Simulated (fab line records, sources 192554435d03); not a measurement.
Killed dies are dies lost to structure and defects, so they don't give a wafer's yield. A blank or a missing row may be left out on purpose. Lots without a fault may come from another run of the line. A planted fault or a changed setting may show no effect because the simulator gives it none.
One fault seen from 2 desks | flow n5_finfet | each desk has only its own numbers; what lay behind them comes last

THE METROLOGY DESK
What the gauges read, lot by lot, whatever tool the lot ran on: means of the sampled wafers that have a number. A lot is out of limits, marked OUT, if its mean lies more than 4 standard deviations from the usual mean; the brackets give that distance. Of its 16 readings 7 are shown: the one that was out of limits first, and those that lie furthest out on some lot.
Columns: A = DIBL_P at N5_BEOL_M4_RC_MEAS_101, usual 36.2 mV/V; B = RC_DENSE_N at N5_BEOL_M4_RC_MEAS_101, usual 19.1 ohm.um; C = RC_DENSE_P at N5_BEOL_M4_RC_MEAS_101, usual 23.8 ohm.um; D = RC_N at N5_BEOL_M4_RC_MEAS_101, usual 15.5 ohm.um; E = RC_P at N5_BEOL_M4_RC_MEAS_101, usual 19.4 ohm.um; F = REXT_N at N5_BEOL_M4_RC_MEAS_101, usual 75.2 ohm.um; G = REXT_P at N5_BEOL_M4_RC_MEAS_101, usual 100.7 ohm.um
lot  | first seen here | A    | B               | C               | D               | E               | F    | G
L383 | day 10 15:37    | 37.5 | 18.7            | 23.2            | 15.2            | 18.9            | 77.8 | 99.9
L385 | day 10 22:18    | 36.9 | 19.0            | 23.9            | 15.6            | 19.4            | 74.4 | 98.9
L386 | day 11 02:14    | 35.7 | 19.3            | 24.2            | 15.7            | 19.7            | 73.2 | 101.4
L387 | day 11 03:49    | 35.0 | 22.9 (+9.3) OUT | 28.4 (+8.5) OUT | 18.6 (+9.5) OUT | 23.2 (+8.8) OUT | 78.2 | 105.3
L394 | day 13 02:40    | 39.0 | 22.3 (+7.7) OUT | 27.7 (+7.2) OUT | 18.1 (+8.0) OUT | 22.7 (+7.8) OUT | 77.0 | 101.9
L395 | day 13 04:31    | 38.0 | 19.2            | 24.2            | 15.6            | 19.6            | 76.0 | 101.3
L396 | day 13 15:16    | 33.8 | 19.2            | 23.7            | 15.6            | 19.3            | 75.0 | 99.9
L397 | day 13 20:48    | 36.4 | 18.4            | 23.3            | 14.9            | 18.8            | 71.5 | 102.6
This desk's finding: out of limits on L387, L394; first on L387, day 11 03:49 (RC_DENSE_N at N5_BEOL_M4_RC_MEAS_101). In limits: L383, L385, L386, L395, L396, L397.

THE TOOL OWNER'S DESK: rie_diel-02
The tool's own readings at N5_MOL_CONTACT_COAG_CONTACT_ETCH_14 (etches SiO2 in C4F6/O2, target depth 27.5 nm, overetch 8.5 nm, time 20 s): means of the sampled wafers that have a number, for each lot that ran on this tool. A lot is out of limits, marked OUT, if its mean lies more than 4 standard deviations from the usual mean; the brackets give that distance. Of its 8 readings 7 are shown: the one that was out of limits first, and those that lie furthest out on some lot.
Columns: A = drypump_motor_current_A at N5_MOL_CONTACT_COAG_CONTACT_ETCH_14, usual 5.8 A; B = oes_f_703_au at N5_MOL_CONTACT_COAG_CONTACT_ETCH_14, usual 0.74 a.u.; C = oes_o_777_au at N5_MOL_CONTACT_COAG_CONTACT_ETCH_14, usual 0.74 a.u.; D = rf_fwd_power_W at N5_MOL_CONTACT_COAG_CONTACT_ETCH_14, usual 364.0 W; E = rf_vpp_V at N5_MOL_CONTACT_COAG_CONTACT_ETCH_14, usual 693.1 V; F = showerhead_plenum_p_Torr at N5_MOL_CONTACT_COAG_CONTACT_ETCH_14, usual 2.90 Torr; G = throttle_valve_pct at N5_MOL_CONTACT_COAG_CONTACT_ETCH_14, usual 21.30 %
lot  | first seen here | A   | B    | C    | D               | E                | F    | G
L383 | day 6 17:53     | 6.1 | 0.74 | 0.74 | 365.2           | 687.9            | 2.73 | 21.41
L386 | day 7 13:35     | 5.7 | 0.75 | 0.75 | 362.8           | 692.1            | 2.88 | 21.33
L387 | day 8 00:14     | 5.9 | 0.63 | 0.65 | 332.9 (-14) OUT | 710.7 (+6.3) OUT | 2.83 | 21.38
L394 | day 9 13:04     | 5.9 | 0.68 | 0.70 | 333.6 (-13) OUT | 709.5 (+5.8) OUT | 2.82 | 21.32
This desk's finding: out of limits on L387, L394; first on L387, day 8 00:14 (rf_fwd_power_W at N5_MOL_CONTACT_COAG_CONTACT_ETCH_14). In limits: L383, L386.

PUT TOGETHER
The tool owner's desk could have raised an alarm at day 8 00:14, on L387, L394.
The metrology desk could have raised an alarm at day 11 03:49, on L387, L394.
Of the lots named, all ran N5_MOL_CONTACT_COAG_CONTACT_ETCH_14 on rie_diel-02.

WHAT THE SIMULATOR HAD PUT IN
Process parameter drift: rie_diel-02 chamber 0, from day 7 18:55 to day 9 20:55, at N5_MOL_CONTACT_COAG_CONTACT_ETCH_14. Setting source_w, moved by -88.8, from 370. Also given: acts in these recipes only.
Lots struck among those shown: L387, L394.
Hours from the fault's start to each desk's first reading out of limits: the tool owner's desk, 5; the metrology desk, 81.
